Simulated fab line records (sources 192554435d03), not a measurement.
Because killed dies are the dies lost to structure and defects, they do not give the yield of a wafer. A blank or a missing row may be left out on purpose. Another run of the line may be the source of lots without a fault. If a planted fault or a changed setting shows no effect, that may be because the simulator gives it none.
Matching of chambers	flow n5 finfet	N5_FIN_SAQP_HM_OPEN_73 on rie diel-02 has 4 sister chambers
The step chemistry CHF3/O2, target SiO2, stops on a-Si, target depth 12 nm, time 16.8 s. 18 wafers are shown with their chamber, then 9 later ones without.

WAFERS, EACH WITH ITS CHAMBER
wafer	chamber	throttle valve pct (%)	oes_f_703_au (a.u.)	rf vpp V (V)
L077.1	2	19.3	0.72	502
L077.2	3	18.8	0.81	519
L077.5	2	19.4	0.72	504
L078.2	3	18.8	0.80	518
L078.5	2	19.4	0.72	504
L078.6	3	18.8	0.80	519
L079.3	2	19.4	0.72	504
L079.4	2	19.4	0.71	504
L079.5	2	19.4	0.71	504
L080.2	3	18.8	0.80	519
L080.5	2	19.4	0.71	504
L080.6	3	18.8	0.81	520
L082.1	3	18.8	0.80	521
L082.3	0	19.0	0.75	522
L082.5	0	19.0	0.75	521
L086.3	3	18.8	0.78	520
L086.4	3	18.8	0.78	519
L086.5	1	18.9	0.88	523

SIGNATURES, as means of the wafers listed above
reading	chamber 0	chamber 1	chamber 2	chamber 3	scatter within a chamber
throttle valve pct	19.000	18.900	19.386	18.800	0.0247
oes_f_703_au	0.7500	0.8800	0.7157	0.7975	0.00895
rf vpp V	521.50	523.00	503.71	519.38	0.837
Rule: distance of a wafer from a chamber = root of the sum over the readings of ((wafer's reading minus chamber's mean) / reading's scatter) squared. The wafer belongs to the nearest chamber; if the next one is less than 2 further off, it can't be placed. The scatter is the square root of a quotient: the sum, over the shown wafers, of each reading's squared deviation from its chamber's mean, divided by wafers minus chambers.

WAFERS MISSING THEIR CHAMBER
wafer	throttle valve pct (%)	oes_f_703_au (a.u.)	rf vpp V (V)
L090.3	19.0	0.97	504
L090.4	19.0	0.74	521
L090.5	19.0	0.97	502
L091.1	19.0	0.96	502
L091.2	18.9	0.84	522
L091.3	18.9	0.77	521
L092.1	19.0	0.95	505
L092.2	18.9	0.77	520
L092.3	19.0	0.73	520

EACH ONE'S CHAMBER
wafer	from the rows above	in truth
L090.3	1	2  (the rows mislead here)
L090.4	0	0
L090.5	1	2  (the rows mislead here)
L091.1	can't be placed: 1 or 3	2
L091.2	1	1
L091.3	can't be placed: 0 or 3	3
L092.1	1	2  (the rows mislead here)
L092.2	can't be placed: 0 or 3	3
L092.3	0	0
Correct placement for 3 of the 9. Unplaceable from these rows: 3, with the true chamber sitting among the candidates in 2. 3 placed wrongly.
